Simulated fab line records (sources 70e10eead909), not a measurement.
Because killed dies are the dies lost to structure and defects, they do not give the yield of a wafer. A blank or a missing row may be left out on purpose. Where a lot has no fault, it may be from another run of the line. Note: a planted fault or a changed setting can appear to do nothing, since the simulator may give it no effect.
Struck lot and sound lot, side by side | flow nand_harc | 18 out of 1302 route steps
Sound: these wafers, L678.1, L678.3, L678.6. Struck: wafer L686.6 (left out: L686.1, L686.3 of the same lot, which were not struck); the cause appears at the end.
Order at every step that has rows: each side's tool, ch and its chambers, its first start. Under that, the readings that differ: sound wafers | struck wafers | difference of the means | sigmas: that difference in standard deviations of wafers without a fault.
alike: readings with means less than 2 such deviations apart, plus words and numbers identical on both sides. not compared: withheld readings, readings lacking a value on some wafer, bounds such as >300 that could conceal the same value, and numbers that have no deviation in the record and whose values overlap.
A row with sigmas, a row that says differs or no value, or rows on one side alone: a step with any of these is where the two part. Numbers that don't overlap but have no deviation are shown without sigmas and don't part them. A reading that every wafer of one side lacks parts them only if that side has two wafers or more.

NHARC_A_BONDPAD_ETCH_34: etches the open film in N2/H2, target depth 60 nm, overetch 18 nm, time 65.91 s.
  sound on rie_diel-04 ch 0,1,3, day 24 05:20; struck on rie_diel-04 ch 2, day 28 01:43
  reading                | sound                | struck | difference | sigmas
  throttle_valve_pct (%) | 14.163 14.170 14.181 | 14.151 | -0.020     | -2
  alike: drypump_motor_current_A, oes_product_au, rf_vpp_V, showerhead_plenum_p_Torr
  not compared: rf_hours_counter_h
then, 1 step without rows for these wafers: NHARC_A_BONDPAD_ETCH_12 (etches the open film in CHF3/O2, target depth 220 nm, time 110 s).
NHARC_A_BONDPAD_CD_MEAS_13:
  sound on cd_sem-03, day 24 05:34; struck on cd_sem-02, day 28 01:57
  alike: cd_nm
then, 1 step without rows for these wafers: NHARC_A_BONDPAD_STRIP_15 (strips in O2).
NHARC_A_BONDPAD_ETCH_24: etches the open film in CF4/N2, target depth 30 nm, time 72.99 s.
  sound on rie_diel-10 ch 0,2; struck on rie_diel-13 ch 2
  alike: drypump_motor_current_A, oes_product_au, rf_vpp_V, showerhead_plenum_p_Torr, throttle_valve_pct
  not compared: rf_hours_counter_h
then, 1 step without rows for these wafers: NHARC_A_BONDPAD_STRIP_16 (strips in post etch residue remover, time 600 s).
NHARC_A_BONDPAD_DEGAS_25: time 60 s.
  sound on pvd_sputter-01, day 24 06:11; struck on pvd_sputter-03, day 28 02:35
  alike: heater_power_w, susceptor_temp_C
then, 4 steps without rows for these wafers: NHARC_A_BONDPAD_PRE_CLEAN_26 (time 30 s); NHARC_A_BONDPAD_PVD_17 (deposits TaN, target thk 5 nm, time 8.06 s); NHARC_A_BONDPAD_PVD_27 (deposits Cu, target thk 30 nm, time 20.49 s); NHARC_A_BONDPAD_ECD_18 (material Cu, target thk 400 nm).
NHARC_A_BONDPAD_ANNEAL_28: time 90 s.
  sound on rtp_anneal-01 ch 0, day 24 06:55; struck on rtp_anneal-02 ch 0, day 28 03:22
  alike: anneal_temp_c_max, wafer_temp_C_max
NHARC_A_BONDPAD_CMP_19: polishes, t overpolish 30 s, cu recess touch 16 s, target thk 169.82 nm.
  sound on cmp-04 ch 1,2, day 24 07:16; struck on cmp-01 ch 1, day 28 03:44
  alike: motor_current_A, overpolish_run_s
NHARC_A_BONDPAD_THK_MEAS_20: measures by xrf.
  sound on film_metro-01, day 24 07:35; struck on film_metro-01, day 28 04:02
  reading     | sound             | struck | difference | sigmas
  thk_nm (nm) | 166.2 169.2 169.7 | 171.2  | +2.8       | +2
then, 1 step without rows for these wafers: NHARC_A_BONDPAD_SRD_21 (time 30 s, dry time 20 s).
NHARC_A_BONDPAD_INSPECT_23:
  sound on defect_inspect-02, day 24 07:49; struck on defect_inspect-02, day 28 04:15
  reading          | sound       | struck | difference | sigmas
  raw_defect_count | 612 732 866 | 1202   | +465       | +3
NHARC_HYBRID_BOND_ACTIVATE_00: chemistry N2, time 60 s.
  sound on rie_diel-11 ch 1,2,3, day 24 07:52; struck on rie_diel-11 ch 2, day 28 04:19
  alike: drypump_motor_current_A, oes_product_au, rf_vpp_V, showerhead_plenum_p_Torr
  not compared: rf_hours_counter_h
NHARC_END_SORT_01:
  only the struck wafers appear in the record here, on prober-02 ch 0 at day 29 15:29; the sound ones have no rows

## WHERE THEY PART
First at NHARC_A_BONDPAD_ETCH_34; last, within this record, at NHARC_END_SORT_01.

WHY: the cause the simulator had injected
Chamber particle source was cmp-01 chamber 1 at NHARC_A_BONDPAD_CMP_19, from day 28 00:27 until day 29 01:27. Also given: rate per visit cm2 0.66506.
